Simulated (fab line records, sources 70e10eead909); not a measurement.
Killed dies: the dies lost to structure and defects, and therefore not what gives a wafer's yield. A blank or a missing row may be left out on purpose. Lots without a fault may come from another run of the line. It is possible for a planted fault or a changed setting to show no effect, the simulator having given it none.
Problem report in the 8D (eight disciplines) form, filled by code    flow nand_harc    the parts of the form that need people (team, actions taken, sign-off) are left out

== 1. WHAT IS WRONG ==
raw_defect_count at NHARC_A_CONTACT_INSPECT_71 reads a mean of 496 on 6 wafers of 2 lots; wafers without a fault read 28 with a standard deviation of 13. That is +36 standard deviations from the usual mean.
First observed at day 17 07:34: wafer L701.2, on defect_inspect-02. The record has a number at this step for 36 wafers belonging to 12 lots. The rule behind "out" and "out of limits": a value lying over 4 standard deviations away from the usual mean. Any other wafer with a number is counted as sound.

== 2. WHAT IT IS, AND WHAT IT ISN'T ==
question                     is                      is not
which readings at this step  raw_defect_count        -
which lots                   L701, L704              L699, L700, L705, L712, L714, L715, L716, L719, L720, L722
which wafers of those lots   all that have a number  -
read on which gauges         defect_inspect-02       defect_inspect-01
when                         from day 17 07:34       up to then (6 sound wafers); but 24 sound wafers of L705, L712, L714, L715, L716, L719, L720, L722 came after

== 3. WHAT RULES OUT EACH SUSPECT ==
Counting: any tool at a process step up to the reading is kept as a suspect provided that every lot that is out went through it and no sound lot did after the first of them.
- the gauge at NHARC_A_CONTACT_INSPECT_71 is ruled out. All the wafers that are out were read on defect_inspect-02, but those of them that NHARC_END_SORT_01 has rows for are out there too, on other tools.
- acl_dep-01 at NHARC_A_CONTACT_DEP_57 (deposits aC, target thk 2800 nm): ruled out as a lasting fault. After its first lot that is out, L701 (day 17 04:56), sound lots L719 ran on it.
Left after counting: nothing in the record.

== 4. THE CAUSE (what the simulator had put in) ==
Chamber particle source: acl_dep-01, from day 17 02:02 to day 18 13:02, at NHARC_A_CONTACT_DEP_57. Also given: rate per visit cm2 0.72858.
Counting ruled it out, wrongly: the rule takes a fault to strike every lot that its tool runs from its start on, and this one did not.

== 5. THE EFFECT CHAIN, in route order ==
Each row: a reading whose mean over the struck wafers that have a number lies more than 3 standard deviations from the usual. Only readings whose record carries a usual standard deviation are examined. hours: median over the lots of the time between each lot's start at the first step of this table that gives one and its start at this step. sigmas: the change, counted in usual standard deviations.
hours  step                        reading           usual  on struck wafers  change  sigmas
0      NHARC_A_CONTACT_INSPECT_71  raw_defect_count  28     496               +468    +36
92     NHARC_END_SORT_01           killed_at_array   29     102               +74     +6.7
92     NHARC_END_SORT_01           killed_dies       33     108               +74     +6.8

== 6. WHAT WOULD HAVE CAUGHT IT SOONER ==
The first out-of-limits reading at a measuring or inspecting step in this record came at day 17 07:34, 6 hours after the fault's start at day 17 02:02.
An alarm limit of 4 standard deviations would not have fired on the tool readings at NHARC_A_CONTACT_DEP_57 for which the record gives a usual standard deviation, since none of them was out on any struck wafer.
